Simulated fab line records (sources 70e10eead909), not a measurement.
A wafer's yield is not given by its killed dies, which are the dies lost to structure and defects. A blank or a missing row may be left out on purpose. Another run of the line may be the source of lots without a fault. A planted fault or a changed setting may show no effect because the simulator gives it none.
Matching of chambers | flow nandHarc | 4 sister chambers for NHARC_P_ZERO_WELL_DESCUM_39 on rieDiel-13
The step chemistry O2, time 3 s. 8 wafers are shown with their chamber, then 7 later ones without.

== WAFERS, EACH WITH ITS CHAMBER ==
wafer  | chamber | showerheadPlenumPTorr (Torr) | oesProductAu (a.u.)
L081.5 | 3       | 1.82                         | 0.997
L084.1 | 2       | 1.95                         | 1.002
L084.5 | 1       | 1.80                         | 1.013
L085.2 | 0       | 1.88                         | 0.999
L085.4 | 3       | 1.82                         | 1.002
L085.5 | 0       | 1.87                         | 0.987
L086.1 | 2       | 1.95                         | 0.988
L086.5 | 1       | 1.80                         | 1.005

== WAFERS WHOSE CHAMBER IS MISSING ==
wafer  | showerheadPlenumPTorr (Torr) | oesProductAu (a.u.)
L086.6 | 1.95                         | 1.002
L087.1 | 1.82                         | 1.000
L087.3 | 1.87                         | 0.993
L087.5 | 1.95                         | 1.007
L088.2 | 1.95                         | 1.016
L088.4 | 1.79                         | 1.003
L088.6 | 1.79                         | 1.009

== THE CHAMBER EACH PASSED THROUGH ==
wafer  | from the rows above | in truth
L086.6 | 2                   | 2
L087.1 | 3                   | 3
L087.3 | 0                   | 0
L087.5 | 2                   | 2
L088.2 | 2                   | 2
L088.4 | 1                   | 1
L088.6 | 1                   | 1
Placed correctly: 7 of 7. Number that these rows cannot place: 0. Placed wrongly: 0.
How it was worked out, from the rows above alone: a wafer's distance from a chamber is the root of the sum, over the readings, of the square of ((its reading less the chamber's mean) divided by the reading's scatter). If the next closest chamber is less than 2 further off than the closest, the wafer can't be placed; otherwise it belongs to the closest. Each chamber's mean is taken over the wafers shown for it. The scatter is the square root of a quotient: the sum, over the shown wafers, of each reading's squared deviation from its chamber's mean, divided by wafers minus chambers.
